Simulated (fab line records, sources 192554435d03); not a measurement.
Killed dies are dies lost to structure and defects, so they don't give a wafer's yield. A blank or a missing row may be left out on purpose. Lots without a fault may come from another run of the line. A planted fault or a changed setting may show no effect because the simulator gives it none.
fab line records | flow n5_finfet
record lots=15 wafers=42 last_day=18
route steps=1938 shown FIN_SAQP@130 STI_FIN_REVEAL@207 BEOL_M4@1111
lots that met no fault: from a run of the same line without faults
start_h: hours from the record's first day to the start of the lot's first wafer shown | wait_h: hours since the lot's step before | " the same as in the row above | L1.1+2: a row that stands for several wafers | - no value, or no start given | * or withheld: withheld | < > ~ a bound
route shown NAME@n: a module of which the file shows steps, and the number in the route of the first | usual: mean/standard deviation of fault-free wafers | same: alike in all rows | chamber/n: place in a boat | sites: the reading at each site | _std_site: their standard deviation | _edge_site: outer sites' mean less inner sites' | radius_mm: how far each site lies from the wafer's centre | mask NAME#n: copy n | behind: the tool/chamber that last shaped the wafer | hold: why the lot was held/for how many hours/how that ended | device: the transistor (n, p or np) that didn't switch | end of line: the same wafers' tests at the end of the route | a step without rows: its recipe alone | killed: dies lost to structure and defects at the first sort, not the wafer's yield | map: a wafer's dies, x killed, . not, _ none there
set.NAME: the setting as run; set.NAME@STEP: as run at that earlier step | model.NAME: the simulator's own value behind a step, which no gauge read
steps of the route over a sample of lots; a table a step, a row a wafer
services: from which hour (start_h, from the record's first day; less than 0 if before it) a tool's chamber was out of use, for how many hours, and why
## steps
# step N5_FIN_SAQP_ETCH_65
# recipe chemistry=CF4 target=SiO2 target_depth_a=40 ion_energy_ev=350 time_s=4.4 pressure_mtorr=10 icp_w=800 bias_w=400 cf4_flow_sccm=80
# usual drypump_motor_current_A=5.6/0.53 oes_product_au=0.995/0.023 throttle_valve_pct=21.8/0.33
# columns lot.wafer tool chamber start_h wait_h drypump_motor_current_A oes_product_au rf_hours_counter_h throttle_valve_pct
L629.1 rie_si-01 0 24.07 0.1 6.2 0.990 78 21.8
L629.3 " 3 " " 4.7 0.994 46 22.2
L629.4 " 2 " " 5.5 0.941 162 22.1
L631.4 rie_si-02 2 36.05 0.0 5.9 1.043 73 21.5
L631.5 " 2 " " 5.9 1.037 - 21.5
L631.6 " 3 " " 4.8 1.002 - 21.4
L632.3 rie_si-01 2 42.08 0.1 5.5 0.953 163 22.1
L632.5 " 3 " " 4.7 0.987 - 22.2
L632.6 " 0 " " 6.2 0.986 - 21.8
L633.1 rie_si-01 3 48.91 0.1 4.7 0.983 47 22.2
L633.2 " 1 " " 5.6 0.974 75 22.0
L633.3 " 2 " " 5.5 0.959 163 22.1
L634.2 rie_si-02 0 54.47 0.1 6.2 1.016 36 22.3
L634.4 " 3 " " 4.8 0.996 - 21.4
L634.5 " 0 " " 6.2 1.011 - 22.3
L636.1 rie_si-02 0 66.21 0.1 6.2 1.012 36 22.3
L636.2 " 3 " " 4.8 1.003 27 21.4
L636.6 " 2 " " 5.9 1.047 - 21.5
L638.3 rie_si-03 0 78.45 0.1 6.4 0.994 113 21.4
L638.5 " 0 " " 6.4 0.990 - 21.4
L638.6 " 3 " " 5.5 0.995 - 21.8
L639.1 rie_si-02 0 84.66 0.1 6.2 1.025 37 22.3
L639.2 " 3 " " 4.8 1.008 28 21.4
L639.5 " 0 " " 6.2 1.015 - 22.3
L642.2 rie_si-02 0 104.45 0.1 6.2 1.016 37 22.3
L642.4 " 3 " " 4.8 0.997 - 21.4
L643.4 rie_si-01 3 108.67 0.0 4.7 0.992 48 22.2
L643.6 " 1 " " 5.6 0.971 - 22.0
L644.1 rie_si-03 1 114.70 0.1 5.1 0.982 144 21.3
L644.6 " 3 " " 5.5 1.005 - 21.9
L645.2 rie_si-01 2 119.71 0.1 5.5 0.956 164 22.1
L645.3 " 3 " " 4.7 0.998 48 22.2
L645.5 " 3 " " 4.6 1.004 - 22.2
L647.2 rie_si-03 2 133.23 0.1 5.7 0.999 121 21.5
L647.3 " 0 " " 6.4 1.004 114 21.5
L647.5 " 1 " " 5.1 0.992 - 21.3
L650.1 rie_si-03 0 151.74 0.1 6.4 1.007 114 21.5
L650.2 " 3 " " 5.5 1.002 43 21.9
L650.3 " 2 " " 5.6 0.997 122 21.5
L652.1 rie_si-03 1 162.13 0.1 5.1 0.989 145 21.3
L652.3 " 2 " " 5.7 0.993 122 21.5
L652.4 " 3 " " 5.5 1.005 44 21.9
# step N5_FIN_SAQP_ETCH_69
# recipe chemistry=N2/H2 target=SOC target_depth_a=1500 stop_on=SiNx ion_energy_ev=100 bias_w=61 pressure_mtorr=30 source_w=850 n2_flow_sccm=200 h2_flow_sccm=200
# usual drypump_motor_current_A=5.6/0.43 oes_product_au=0.80/0.087 rf_vpp_V=241.0/1.3 showerhead_plenum_p_Torr=2.55/0.078 throttle_valve_pct=17.72/0.24
# columns lot.wafer tool chamber start_h wait_h drypump_motor_current_A oes_product_au rf_hours_counter_h rf_vpp_V showerhead_plenum_p_Torr throttle_valve_pct
L629.1 rie_diel-04 3 24.89 - 5.2 0.87 40 241.8 2.48 17.73
L629.3 " 0 " " 5.9 0.85 67 240.1 2.48 17.51
L629.4 " 3 " " 5.2 0.88 - 239.6 2.48 17.72
L631.4 rie_diel-01 0 36.64 - 5.2 0.90 - 241.6 2.70 17.68
L631.5 " 1 " " 5.4 0.73 - 241.1 2.51 18.08
L631.6 " 3 " " 6.1 0.72 - 241.0 2.54 18.18
L632.3 rie_diel-04 2 42.68 - 6.0 0.75 141 239.8 2.55 17.51
L632.5 " 3 " " 5.2 0.87 - 239.5 2.48 17.74
L632.6 " 2 " " 6.0 0.74 - 241.5 2.55 17.51
L633.1 rie_diel-04 2 49.47 - 6.0 0.74 143 239.9 2.55 17.53
L633.2 " 0 " " 5.9 0.83 75 240.3 2.47 17.51
L633.3 " 1 " " 5.9 0.70 198 242.8 2.64 18.17
L634.2 rie_diel-06 1 55.15 - 6.3 0.71 239 240.2 2.41 18.00
L634.4 " 2 " " 5.8 0.91 18 240.0 2.60 17.56
L634.5 " 3 " " 5.1 0.96 - 240.1 2.50 17.71
L636.1 rie_diel-04 1 66.77 - 5.9 0.69 203 241.9 2.64 18.17
L636.2 " 3 " " 5.2 0.86 55 239.5 2.48 17.78
L636.6 " 1 " " 5.8 0.69 - 242.3 2.64 18.17
L638.3 rie_diel-04 0 79.02 - 6.0 0.82 85 240.3 2.47 17.54
L638.5 " 3 " " 5.1 0.85 - 239.1 2.47 17.76
L638.6 " 2 " " 6.0 0.73 - 240.7 2.54 17.52
L639.1 rie_diel-06 2 85.22 - 5.8 0.89 29 242.9 2.59 17.58
L639.2 " 1 " " 6.4 0.70 248 238.8 2.40 18.02
L639.5 " 3 " " 5.1 0.91 - 241.1 2.50 17.74
L642.2 rie_diel-06 2 105.25 - 5.8 0.88 38 242.4 2.59 17.60
L642.4 " 0 " " 5.1 0.72 - 241.5 2.63 17.49
L643.4 rie_diel-06 1 109.46 - 6.3 0.98 0 244.1 2.72 17.59
L643.6 " 2 " " 5.8 0.87 - 240.5 2.59 17.60
L644.1 rie_diel-06 3 115.26 - 5.1 0.89 25 241.8 2.49 17.76
L644.6 " 0 " " 5.2 0.73 - 241.6 2.63 17.51
L645.2 rie_diel-06 0 120.27 - 5.2 0.72 182 241.8 2.63 17.52
L645.3 " 1 " " 6.3 0.95 3 242.4 2.72 17.58
L645.5 " 2 " " 5.8 0.87 - 241.5 2.59 17.59
L647.2 rie_diel-04 1 133.80 - 5.9 0.67 227 242.8 2.63 18.21
L647.3 " 0 " " 5.9 0.79 104 239.5 2.46 17.54
L647.5 " 1 " " 5.8 0.68 - 242.1 2.63 18.22
L650.1 rie_diel-06 2 152.31 - 5.7 0.85 55 241.6 2.58 17.62
L650.2 " 3 " " 5.0 0.87 41 240.0 2.48 17.81
L650.3 " 1 " " 6.3 0.92 15 241.7 2.72 17.63
L652.1 rie_diel-01 0 162.72 - 5.2 0.83 64 242.0 2.69 17.77
L652.3 " 3 " " 6.1 0.69 244 241.5 2.52 18.24
L652.4 " 1 " " 5.3 0.70 248 240.0 2.49 18.14
# step N5_FIN_SAQP_SPACER2_ALD_28
# recipe material=SiO2 target_thk_a=81 temp_c=300 ald_precursor_family=BDEAS ald_co_reactant=O2-plasma pulse_time_s=1 purge_time_s=2 co_reactant_purge_time_s=2 pressure_torr=2
# usual heater_power_w=479/42 precursor_pulse_height_rel=1.000/0.019
# columns lot.wafer tool chamber start_h wait_h heater_power_w precursor_pulse_height_rel
L629.1 ald_sin-02 2 25.19 0.1 396 0.993
L629.3 " 1 " " 516 1.012
L629.4 " 2 " " 403 0.981
L631.4 ald_sin-04 1 37.07 0.2 468 0.993
L631.5 " 0 " " 449 1.004
L631.6 " 2 " " 521 0.982
L632.3 ald_sin-02 1 42.98 0.1 515 0.969
L632.5 " 0 " " 542 1.019
L632.6 " 3 " " 539 0.999
L633.1 ald_sin-02 2 49.77 0.1 419 1.017
L633.2 " 3 " " 567 1.003
L633.3 " 1 " " 519 1.008
L634.2 ald_sin-01 0 55.52 0.2 441 0.996
L634.4 " 2 " " 479 1.026
L634.5 " 2 " " 480 0.995
L636.1 ald_sin-02 0 67.07 0.1 544 1.007
L636.2 " 1 " " 497 1.013
L636.6 " 0 " " 552 1.006
L638.3 ald_sin-04 3 79.46 0.2 430 0.963
L638.5 " 2 " " 514 0.989
L638.6 " 3 " " 440 1.011
L639.1 ald_sin-01 1 86.47 1.1 469 1.021
L639.2 " 2 " " 473 0.986
L639.5 " 3 " " 454 0.995
L642.2 ald_sin-01 3 105.60 0.1 460 0.998
L642.4 " 0 " " 455 1.008
L643.4 ald_sin-01 2 109.76 0.1 470 1.022
L643.6 " 1 " " 483 0.984
L644.1 ald_sin-01 1 115.72 0.1 487 0.989
L644.6 " 3 " " 453 0.990
L645.2 ald_sin-04 1 120.58 0.1 465 1.015
L645.3 " 2 " " 513 1.017
L645.5 " 2 " " 512 1.004
L647.2 ald_sin-02 2 134.22 0.2 402 0.959
L647.3 " 1 " " 498 0.991
L647.5 " 2 " " 408 1.011
L650.1 ald_sin-02 0 152.61 0.1 540 1.030
L650.2 " 3 " " 550 0.985
L650.3 " 1 " " 520 0.973
L652.1 ald_sin-04 2 163.21 0.1 512 1.001
L652.3 " 1 " " 458 1.015
L652.4 " 2 " " 517 1.005
# step N5_FIN_SAQP_CD_MEAS_31
# recipe target_cd_nm=8 landing_energy_ev=1000 detector=se_inlens polarity=line
# usual cd_nm=8.12/0.22
# columns lot.wafer tool chamber start_h wait_h cd_nm
L629.1 cd_sem-01 0 25.79 0.1 8.05
L629.3 " 0 " " 8.21
L629.4 " 0 " " 8.34
L631.4 cd_sem-01 0 37.45 0.1 7.84
L631.5 " 0 " " 7.96
L631.6 " 0 " " 7.78
L632.3 cd_sem-01 0 43.60 0.1 8.12
L632.5 " 0 " " 7.96
L632.6 " 0 " " 8.03
L633.1 cd_sem-03 0 50.29 0.1 8.32
L633.2 " 0 " " 8.30
L633.3 " 0 " " 7.99
L634.2 cd_sem-03 0 56.25 0.1 8.26
L634.4 " 0 " " 8.19
L634.5 " 0 " " 8.18
L636.1 cd_sem-03 0 67.59 0.1 8.04
L636.2 " 0 " " 8.00
L636.6 " 0 " " 8.23
L638.3 cd_sem-03 0 80.03 0.1 8.35
L638.5 " 0 " " 8.28
L638.6 " 0 " " 8.31
L639.1 cd_sem-02 0 86.99 0.1 8.19
L639.2 " 0 " " 8.34
L639.5 " 0 " " 8.09
L642.2 cd_sem-03 0 106.19 0.1 2.79
L642.4 " 0 " " 8.04
L643.4 cd_sem-02 0 110.29 0.1 8.39
L643.6 " 0 " " 3.20
L644.1 cd_sem-01 0 116.24 0.1 8.17
L644.6 " 0 " " 3.35
L645.2 cd_sem-02 0 121.42 0.1 8.33
L645.3 " 0 " " 8.05
L645.5 " 0 " " 7.64
L647.2 cd_sem-03 0 134.74 0.1 8.09
L647.3 " 0 " " 7.86
L647.5 " 0 " " 8.33
L650.1 cd_sem-02 0 153.13 0.1 8.24
L650.2 " 0 " " 8.06
L650.3 " 0 " " 7.72
L652.1 cd_sem-03 0 163.73 0.1 7.93
L652.3 " 0 " " 8.17
L652.4 " 0 " " 7.91
# step N5_FIN_SAQP_HM_CD_35
# recipe target_cd_nm=8 polarity=line
# usual cd_nm=8.15/0.25
# columns lot.wafer tool chamber start_h wait_h cd_nm
L629.1 cd_sem-01 - 26.09 0.1 7.91
L629.3 " - " " 7.96
L629.4 " - " " 8.60
L631.4 cd_sem-02 - 37.72 0.0 7.78
L631.5 " - " " 8.62
L631.6 " - " " 7.94
L632.3 cd_sem-01 - 43.86 0.1 8.03
L632.5 " - " " 7.97
L632.6 " - " " 8.11
L633.1 cd_sem-02 - 50.56 0.1 7.66
L633.2 " - " " 8.24
L633.3 " - " " 7.99
L634.2 cd_sem-02 - 56.51 0.1 8.25
L634.4 " - " " 8.33
L634.5 " - " " 8.13
L636.1 cd_sem-01 - 67.86 0.1 7.96
L636.2 " - " " 7.71
L636.6 " - " " 8.20
L638.3 cd_sem-02 - 80.29 0.1 8.19
L638.5 " - " " 8.17
L638.6 " - " " 8.15
L639.1 cd_sem-02 - 87.43 0.1 8.16
L639.2 " - " " 8.32
L639.5 " - " " 7.90
L642.2 cd_sem-03 - 106.52 0.1 2.69
L642.4 " - " " 7.79
L643.4 cd_sem-01 - 110.56 0.1 8.69
L643.6 " - " " 3.07
L644.1 cd_sem-02 - 116.51 0.1 7.85
L644.6 " - " " 3.33
L645.2 cd_sem-01 - 121.70 0.1 8.61
L645.3 " - " " 8.72
L645.5 " - " " 8.21
L647.2 cd_sem-02 - 135.01 0.1 8.42
L647.3 " - " " 8.12
L647.5 " - " " 8.25
L650.1 cd_sem-02 - 153.40 0.1 8.15
L650.2 " - " " 8.47
L650.3 " - " " 8.01
L652.1 cd_sem-03 - 164.00 0.1 7.80
L652.3 " - " " 7.68
L652.4 " - " " 8.42
# step N5_FIN_SAQP_FIN_ETCH_36
# recipe chemistry=HBr/Cl2/O2 target_depth_a=1200 mask_material=SiNx time_s=50.4 bias_w=102 pressure_mtorr=10 icp_w=800 HBr_flow_sccm=150 Cl2_flow_sccm=80 O2_flow_sccm=12
# usual drypump_motor_current_A=5.6/0.51 oes_product_au=0.997/0.025 throttle_valve_pct=36.0/0.42
# columns lot.wafer tool chamber start_h wait_h drypump_motor_current_A oes_product_au rf_hours_counter_h throttle_valve_pct
L629.1 rie_si-03 2 26.16 0.0 5.7 0.992 119 35.2
L629.3 " 3 " " 5.5 1.020 41 36.3
L629.4 " 1 " " 5.1 0.986 143 35.4
L631.4 rie_si-01 2 37.78 0.0 5.5 0.946 163 36.6
L631.5 " 0 " " 6.2 0.998 - 36.2
L631.6 " 1 " " 5.6 0.970 - 36.4
L632.3 rie_si-02 3 43.93 0.0 4.8 0.994 27 35.5
L632.5 " 2 " " 5.9 1.048 - 35.8
L632.6 " 3 " " 4.8 0.997 - 35.5
L633.1 rie_si-01 2 50.63 0.0 5.5 0.957 163 36.5
L633.2 " 1 " " 5.6 0.977 75 36.4
L633.3 " 0 " " 6.2 1.000 79 36.1
L634.2 rie_si-03 2 56.58 0.0 5.7 0.979 120 35.3
L634.4 " 3 " " 5.5 1.012 42 36.3
L634.5 " 3 " " 5.5 1.011 - 36.3
L636.1 rie_si-03 2 67.93 0.0 5.7 0.976 120 35.2
L636.2 " 3 " " 5.6 1.021 42 36.3
L636.6 " 1 " " 5.1 0.993 - 35.4
L638.3 rie_si-03 1 80.35 0.0 5.1 0.991 144 35.4
L638.5 " 0 " " 6.4 0.998 - 35.5
L638.6 " 3 " " 5.5 1.029 - 36.3
L639.1 rie_si-02 1 87.50 0.0 5.5 0.998 0 36.0
L639.2 " 0 " " 6.2 1.028 37 36.4
L639.5 " 0 " " 6.2 1.034 - 36.4
L642.2 rie_si-01 1 106.59 0.0 5.6 0.966 76 36.4
L642.4 " 2 " " 5.5 0.949 164 36.6
L643.4 rie_si-03 2 110.62 0.0 5.7 0.983 121 35.2
L643.6 " 0 " " 6.4 0.997 - 35.5
L644.1 rie_si-03 1 116.57 0.0 5.1 0.989 144 35.4
L644.6 " 3 " " 5.6 1.020 - 36.3
L645.2 rie_si-02 0 121.76 0.0 6.2 1.019 38 36.4
L645.3 " 2 " " 5.9 1.048 75 35.8
L645.5 " 1 " " 5.6 0.990 - 36.0
L647.2 rie_si-02 3 135.07 0.0 4.8 1.001 28 35.5
L647.3 " 2 " " 5.9 1.043 75 35.8
L647.5 " 0 " " 6.2 1.020 - 36.5
L650.1 rie_si-02 2 153.47 0.0 5.9 1.048 76 35.8
L650.2 " 0 " " 6.2 1.012 38 36.5
L650.3 " 1 " " 5.6 0.985 2 36.0
L652.1 rie_si-01 2 164.07 0.0 5.5 0.950 165 36.6
L652.3 " 1 " " 5.6 0.960 77 36.4
L652.4 " 0 " " 6.2 0.994 81 36.2
# step N5_FIN_SAQP_CD_MEAS_37
# recipe target_cd_nm=8 polarity=line
# usual cd_nm=8.14/0.27
# columns lot.wafer tool chamber start_h wait_h cd_nm
L629.1 cd_sem-01 - 26.28 0.1 7.91
L629.3 " - " " 7.79
L629.4 " - " " 8.51
L631.4 cd_sem-01 - 37.91 0.1 8.41
L631.5 " - " " 8.51
L631.6 " - " " 8.45
L632.3 cd_sem-01 - 44.05 0.1 8.23
L632.5 " - " " 8.22
L632.6 " - " " 8.09
L633.1 cd_sem-01 - 50.75 0.1 7.93
L633.2 " - " " 8.72
L633.3 " - " " 8.02
L634.2 cd_sem-02 - 56.70 0.1 7.93
L634.4 " - " " 8.45
L634.5 " - " " 8.23
L636.1 cd_sem-02 - 68.05 0.1 7.62
L636.2 " - " " 8.31
L636.6 " - " " 7.88
L638.3 cd_sem-01 - 80.48 0.1 7.97
L638.5 " - " " 8.00
L638.6 " - " " 8.43
L639.1 cd_sem-01 - 87.62 0.1 8.40
L639.2 " - " " 8.38
L639.5 " - " " 7.93
L642.2 cd_sem-03 - 106.71 0.1 2.64
L642.4 " - " " 8.10
L643.4 cd_sem-02 - 110.75 0.1 8.39
L643.6 " - " " 3.02
L644.1 cd_sem-02 - 116.69 0.1 8.01
L644.6 " - " " 3.09
L645.2 cd_sem-03 - 121.89 0.1 8.56
L645.3 " - " " 8.45
L645.5 " - " " 8.03
L647.2 cd_sem-01 - 135.20 0.1 8.33
L647.3 " - " " 8.14
L647.5 " - " " 7.90
L650.1 cd_sem-03 - 153.59 0.1 8.40
L650.2 " - " " 8.42
L650.3 " - " " 7.97
L652.1 cd_sem-02 - 164.19 0.1 7.68
L652.3 " - " " 8.24
L652.4 " - " " 8.10
# step N5_STI_FIN_REVEAL_CD_MEAS_22
# recipe target_cd_nm=6.238 pitch_nm=28 polarity=line
# usual cd_nm=6.31/0.29
# columns lot.wafer tool chamber start_h wait_h cd_nm
L629.1 cd_sem-01 - 36.47 0.0 5.66
L629.3 " - " " 6.24
L629.4 " - " " 6.61
L631.4 cd_sem-03 - 48.70 0.0 6.25
L631.5 " - " " 6.73
L631.6 " - " " 6.47
L632.3 cd_sem-03 - 54.92 0.0 6.20
L632.5 " - " " 6.42
L632.6 " - " " 6.21
L633.1 cd_sem-02 - 61.25 0.0 5.91
L633.2 " - " " 6.52
L633.3 " - " " 6.30
L634.2 cd_sem-01 - 67.11 0.0 6.21
L634.4 " - " " 6.34
L634.5 " - " " 6.33
L636.1 cd_sem-01 - 78.71 0.0 6.06
L636.2 " - " " 6.42
L636.6 " - " " 5.86
L638.3 cd_sem-01 - 91.42 0.0 5.72
L638.5 " - " " 6.37
L638.6 " - " " 6.32
L639.1 cd_sem-02 - 101.20 0.0 6.43
L639.2 " - " " 6.68
L639.5 " - " " 6.04
L642.2 cd_sem-02 - 117.57 0.0 1.14
L642.4 " - " " 5.94
L643.4 cd_sem-01 - 121.46 0.0 6.69
L643.6 " - " " 1.00
L644.1 cd_sem-03 - 126.76 0.0 6.49
L644.6 " - " " 1.77
L645.2 cd_sem-01 - 132.15 0.0 6.79
L645.3 " - " " 6.73
L645.5 " - " " 6.24
L647.2 cd_sem-02 - 145.86 0.0 6.28
L647.3 " - " " 6.43
L647.5 " - " " 6.44
L650.1 cd_sem-02 - 164.56 0.0 6.59
L650.2 " - " " 6.54
L650.3 " - " " 6.53
L652.1 cd_sem-01 - 174.75 0.0 5.81
L652.3 " - " " 6.55
L652.4 " - " " 6.22
# step N5_BEOL_M4_RC_MEAS_101
# usual DIBL_N=36.4/2.7 DIBL_P=36/3.2 IOFF_N=0.16/0.046 IOFF_N_85C=3.2/0.74 IOFF_N_LIN=0.075/0.017 IOFF_P=0.21/0.055 IOFF_P_85C=3.7/0.82 IOFF_P_LIN=0.100/0.02 ION_N=677/15 ION_P=464/11 SS_N=71.5/0.79 SS_P=73.3/0.93 VT_N=250/4.1 VT_N_LVT=99/3.6 VT_P=-251/4.4 VT_P_LVT=-99/3.5
# columns lot.wafer tool chamber start_h wait_h DIBL_N[mV/V] DIBL_P[mV/V] IOFF_N[nA/um] IOFF_N_85C[nA/um] IOFF_N_LIN[nA/um] IOFF_P[nA/um] IOFF_P_85C[nA/um] IOFF_P_LIN[nA/um] ION_N[uA/um] ION_P[uA/um] SS_N[mV/dec] SS_P[mV/dec] VT_N[mV] VT_N_LVT[mV] VT_P[mV] VT_P_LVT[mV]
L629.1 prober-01 0 164.22 0.2 34.9 35 0.14 2.8 0.067 0.22 3.9 0.110 670 466 72.1 73.6 251 104 -247 -98
L629.3 " 0 " " 36.4 37 0.18 3.5 0.083 0.26 4.5 0.128 683 472 72.4 73.2 247 100 -245 -96
L629.4 " 0 " " 39.0 41 0.23 4.3 0.102 0.35 5.8 0.151 690 470 72.5 75.1 247 97 -240 -93
L632.3 prober-01 0 189.09 0.3 38.3 40 0.22 4.3 0.103 0.36 5.9 0.157 695 487 72.9 73.0 242 94 -239 -90
L632.5 " 0 " " 37.2 38 0.19 3.7 0.091 0.28 4.7 0.131 691 478 72.2 73.6 245 95 -242 -93
L632.6 " 0 " " 35.4 36 0.16 3.2 0.079 0.26 4.5 0.125 682 481 72.0 73.0 248 97 -243 -93
L631.4 prober-02 0 201.23 0.5 36.1 36 0.15 2.9 0.074 0.20 3.5 0.095 674 469 70.7 72.6 250 97 -248 -100
L631.5 " 0 " " 37.3 37 0.18 3.4 0.085 0.23 4.0 0.106 681 471 71.8 74.1 247 94 -250 -97
L631.6 " 0 " " 37.3 38 0.18 3.4 0.086 0.24 4.2 0.111 689 474 71.7 73.8 246 95 -248 -97
L633.1 prober-02 0 206.75 0.0 31.4 29 0.09 1.8 0.045 0.13 2.3 0.068 648 452 69.9 71.0 256 105 -257 -106
L633.2 " 0 " " 36.5 36 0.17 3.1 0.078 0.21 3.7 0.100 691 470 71.7 72.6 246 96 -249 -100
L633.3 " 0 " " 35.3 34 0.14 2.6 0.064 0.18 3.2 0.087 677 463 71.3 72.5 252 101 -253 -101
L634.2 prober-02 0 216.91 0.2 32.8 32 0.11 2.3 0.055 0.14 2.5 0.072 648 457 70.1 72.0 253 102 -255 -105
L634.4 " 0 " " 35.5 35 0.15 3.0 0.072 0.19 3.2 0.090 673 457 70.9 72.6 249 96 -253 -101
L634.5 " 0 " " 34.9 34 0.14 2.8 0.070 0.16 2.8 0.078 696 462 72.1 73.0 250 97 -255 -104
L636.1 prober-01 0 232.56 0.0 32.3 32 0.10 2.2 0.053 0.15 2.8 0.081 669 465 70.9 71.4 255 102 -253 -102
L636.2 " 0 " " 36.5 38 0.17 3.3 0.079 0.23 3.9 0.108 687 472 71.7 72.6 248 96 -250 -97
L636.6 " 0 " " 33.2 33 0.11 2.4 0.055 0.16 2.9 0.084 665 458 70.6 71.4 251 102 -252 -100
L638.3 prober-01 0 235.90 0.3 37.4 37 0.14 2.9 0.067 0.21 3.7 0.097 667 468 71.6 73.1 254 102 -250 -99
L638.5 " 0 " " 38.3 37 0.16 3.3 0.077 0.23 4.0 0.105 686 472 71.9 73.2 251 97 -249 -97
L638.6 " 0 " " 39.2 40 0.18 3.6 0.085 0.28 4.7 0.121 690 473 71.7 74.1 247 95 -247 -94
L639.1 prober-02 0 238.22 0.0 36.4 37 0.16 3.1 0.075 0.22 3.8 0.109 677 468 71.0 74.2 247 99 -248 -99
L639.2 " 0 " " 37.7 38 0.19 3.6 0.087 0.23 3.9 0.108 709 480 71.3 73.8 243 94 -249 -99
L639.5 " 0 " " 36.7 36 0.15 3.0 0.071 0.19 3.4 0.096 672 457 71.5 73.1 251 99 -252 -101
L643.4 prober-02 0 257.86 0.5 38.7 39 0.24 4.3 0.095 0.25 4.2 0.108 684 456 72.1 75.0 244 95 -251 -97
L643.6 " 0 " " 4.1 -9 0.00 0.1 0.001 0.01 0.2 0.007 411 327 65.4 62.3 329 180 -302 -150
L642.2 prober-01 0 263.50 0.2 1.8 -10 0.00 0.1 0.001 0.00 0.1 0.006 419 338 64.2 61.5 331 181 -302 -152
L642.4 " 0 " " 39.2 41 0.20 3.7 0.082 0.24 4.2 0.110 671 459 72.4 74.0 251 100 -249 -99
L645.2 prober-01 0 266.03 0.2 36.6 38 0.16 3.1 0.074 0.19 3.4 0.091 692 463 71.7 73.7 248 97 -253 -100
L645.3 " 0 " " 40.7 43 0.25 4.3 0.102 0.26 4.3 0.109 694 461 72.5 74.8 247 93 -250 -97
L645.5 " 0 " " 37.0 40 0.16 3.1 0.075 0.21 3.6 0.095 668 454 70.8 73.7 254 98 -254 -99
L644.1 prober-01 0 275.16 0.0 34.2 34 0.13 2.6 0.060 0.17 3.0 0.086 651 447 71.6 73.1 251 102 -252 -103
L644.6 " 0 " " 6.6 -6 0.00 0.1 0.002 0.01 0.2 0.008 435 339 65.5 62.6 324 171 -295 -146
L647.2 prober-02 0 286.74 0.2 34.7 35 0.13 2.6 0.060 0.14 2.6 0.073 667 445 71.0 72.4 255 101 -255 -106
L647.3 " 0 " " 37.8 41 0.18 3.4 0.081 0.22 3.7 0.097 671 450 72.3 73.9 251 97 -253 -102
L647.5 " 0 " " 34.3 36 0.12 2.5 0.061 0.16 2.8 0.077 658 445 71.2 72.7 254 100 -258 -104
L650.1 prober-02 0 316.62 0.0 36.8 37 0.19 3.7 0.089 0.23 4.0 0.107 697 475 71.2 72.9 246 95 -248 -98
L650.2 " 0 " " 37.1 38 0.20 3.7 0.088 0.23 3.9 0.104 694 466 71.2 73.8 246 95 -253 -99
L650.3 " 0 " " 37.0 38 0.17 3.3 0.079 0.23 3.9 0.104 673 466 71.6 74.1 247 99 -251 -98
L652.1 prober-01 0 319.44 0.0 28.6 29 0.06 1.4 0.036 0.09 1.9 0.053 633 435 70.3 70.7 264 110 -265 -110
L652.3 " 0 " " 32.5 32 0.11 2.3 0.054 0.12 2.3 0.064 658 440 71.0 71.9 256 101 -259 -107
L652.4 " 0 " " 32.1 33 0.11 2.2 0.054 0.13 2.4 0.067 677 462 70.6 71.7 253 102 -259 -106
## services
# columns tool chamber start_h hours kind
rie_diel-01 3 1.99 1.4 repair
ald_sin-04 - 12.37 2.8 pm
ald_sin-02 3 14.76 15.3 repair
ald_sin-04 0 17.64 11.9 repair
rie_diel-01 2 21.12 19.1 repair
rie_diel-04 1 22.90 8.3 repair
ald_sin-04 3 28.91 11.9 repair
rie_diel-06 3 39.13 - clean
rie_si-02 1 45.69 - clean
rie_si-02 1 45.69 23.9 scheduled_down
rie_si-02 1 45.69 23.9 vent_cycle
rie_diel-04 1 51.36 4.4 repair
ald_sin-04 - 56.55 1.3 repair
ald_sin-02 2 56.64 15.4 repair
rie_si-01 0 63.89 7.6 repair
rie_si-02 2 100.50 7.3 repair
ald_sin-01 2 101.12 6.2 repair
rie_si-03 0 117.93 4.8 repair
rie_diel-04 3 122.87 3.9 repair
rie_diel-04 - 126.60 2.8 pm
ald_sin-02 2 130.82 3.4 repair
rie_diel-01 - 144.78 4.3 pm
rie_si-02 0 148.94 4.1 repair
ald_sin-04 0 151.87 11.8 repair
## key
first_sign step=N5_FIN_SAQP_CD_MEAS_31 reading=cd_nm direction=down sigmas=22 usual=8.12 struck=3.11
effect step=N5_FIN_SAQP_HM_CD_35 reading=cd_nm direction=down sigmas=21 usual=8.15 struck=3.03
effect step=N5_FIN_SAQP_CD_MEAS_37 reading=cd_nm direction=down sigmas=19 usual=8.14 struck=2.92
effect step=N5_STI_FIN_REVEAL_CD_MEAS_22 reading=cd_nm direction=down sigmas=17 usual=6.31 struck=1.30
effect step=N5_BEOL_M4_RC_MEAS_101 reading=VT_N_LVT direction=up sigmas=22 usual=99 struck=177
effect step=N5_BEOL_M4_RC_MEAS_101 reading=VT_N direction=up sigmas=19 usual=250 struck=328
effect step=N5_BEOL_M4_RC_MEAS_101 reading=ION_N direction=down sigmas=17 usual=677 struck=422
effect step=N5_BEOL_M4_RC_MEAS_101 reading=VT_P_LVT direction=down sigmas=14 usual=-99 struck=-149
effect step=N5_BEOL_M4_RC_MEAS_101 reading=DIBL_P direction=down sigmas=14 usual=36 struck=-8
effect step=N5_BEOL_M4_RC_MEAS_101 reading=ION_P direction=down sigmas=12 usual=464 struck=335
effect step=N5_BEOL_M4_RC_MEAS_101 reading=SS_P direction=down sigmas=12 usual=73.3 struck=62.1
effect step=N5_BEOL_M4_RC_MEAS_101 reading=DIBL_N direction=down sigmas=12 usual=36.4 struck=4.2
effect step=N5_BEOL_M4_RC_MEAS_101 reading=VT_P direction=down sigmas=11 usual=-251 struck=-300
effect step=N5_BEOL_M4_RC_MEAS_101 reading=SS_N direction=down sigmas=8.2 usual=71.5 struck=65.0
effect step=N5_BEOL_M4_RC_MEAS_101 reading=IOFF_P_LIN direction=down sigmas=4.6 usual=0.100 struck=0.007
effect step=N5_BEOL_M4_RC_MEAS_101 reading=IOFF_N_LIN direction=down sigmas=4.4 usual=0.075 struck=0.002
met_at N5_FIN_SAQP_SPACER2_ALD_28
struck_lots L642,L643,L644
struck_wafers L642.2,L643.6,L644.6
sort_left_out L642.2,L643.6,L644.6
not_acting_at N5_FIN_SAQP_ETCH_65,N5_FIN_SAQP_ETCH_69,N5_FIN_SAQP_FIN_ETCH_36
onset_between 86.47 105.60
fault kind=process_parameter_drift tool=ald_sin-01 chamber=- onset_h=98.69 steps=N5_FIN_SAQP_SPACER2_ALD_28 channel=target_thk_a offset=* shape=step end_h=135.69 scope=struck_wafers_only acts_in=* stated=*
# sort_left_out: the simulated sort isn't trusted on such a fault, so these wafers' sort isn't shown, and their yield isn't known
